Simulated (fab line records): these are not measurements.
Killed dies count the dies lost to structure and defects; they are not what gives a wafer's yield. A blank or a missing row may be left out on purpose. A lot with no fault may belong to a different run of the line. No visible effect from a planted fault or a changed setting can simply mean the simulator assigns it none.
Chamber matching :: flow n5 finfet :: rie diel-04 running N5_BEOL_M12_VIA_ETCH_16: 4 sister chambers
The step etches SiOC in C4F8/O2/Ar, target depth 724.8 nm. 7 wafers are shown with their chamber, then 8 later ones without.

## EACH WAFER AND ITS CHAMBER
wafer: L076.6
chamber: 1
drypump motor current A (A): 6.3
throttle valve pct (%): 24.35

wafer: L080.5
chamber: 3
drypump motor current A (A): 6.5
throttle valve pct (%): 23.70

wafer: L085.1
chamber: 3
drypump motor current A (A): 6.6
throttle valve pct (%): 23.68

wafer: L085.2
chamber: 2
drypump motor current A (A): 4.9
throttle valve pct (%): 23.90

wafer: L084.4
chamber: 0
drypump motor current A (A): 5.8
throttle valve pct (%): 24.02

wafer: L084.5
chamber: 1
drypump motor current A (A): 6.3
throttle valve pct (%): 24.37

wafer: L089.2
chamber: 0
drypump motor current A (A): 5.7
throttle valve pct (%): 24.03

## WAFERS WITHOUT THEIR CHAMBER
wafer: L089.4
drypump motor current A (A): 4.9
throttle valve pct (%): 23.93

wafer: L089.6
drypump motor current A (A): 4.9
throttle valve pct (%): 23.92

wafer: L087.2
drypump motor current A (A): 6.3
throttle valve pct (%): 24.39

wafer: L087.3
drypump motor current A (A): 6.6
throttle valve pct (%): 23.72

wafer: L087.5
drypump motor current A (A): 6.6
throttle valve pct (%): 23.72

wafer: L094.2
drypump motor current A (A): 6.3
throttle valve pct (%): 24.40

wafer: L094.3
drypump motor current A (A): 4.9
throttle valve pct (%): 23.93

wafer: L094.4
drypump motor current A (A): 6.6
throttle valve pct (%): 23.73

## EACH ONE'S CHAMBER
wafer: L089.4
from the rows above: 2
in truth: 2

wafer: L089.6
from the rows above: 2
in truth: 2

wafer: L087.2
from the rows above: 1
in truth: 1

wafer: L087.3
from the rows above: 3
in truth: 3

wafer: L087.5
from the rows above: 3
in truth: 3

wafer: L094.2
from the rows above: 1
in truth: 1

wafer: L094.3
from the rows above: 2
in truth: 2

wafer: L094.4
from the rows above: 3
in truth: 3
8 of 8 placed correctly. Can't be placed from these rows: 0. Placed wrongly: 0.
How it was worked out, from the rows above alone: a wafer's distance from a chamber is the root of the sum, over the readings, of the square of ((its reading less the chamber's mean) divided by the reading's scatter). If the next closest chamber is less than 2 further off than the closest, the wafer can't be placed; otherwise it belongs to the closest. Each chamber's mean is taken over the wafers shown for it. The scatter is the square root of a quotient: the sum, over the shown wafers, of each reading's squared deviation from its chamber's mean, divided by wafers minus chambers.
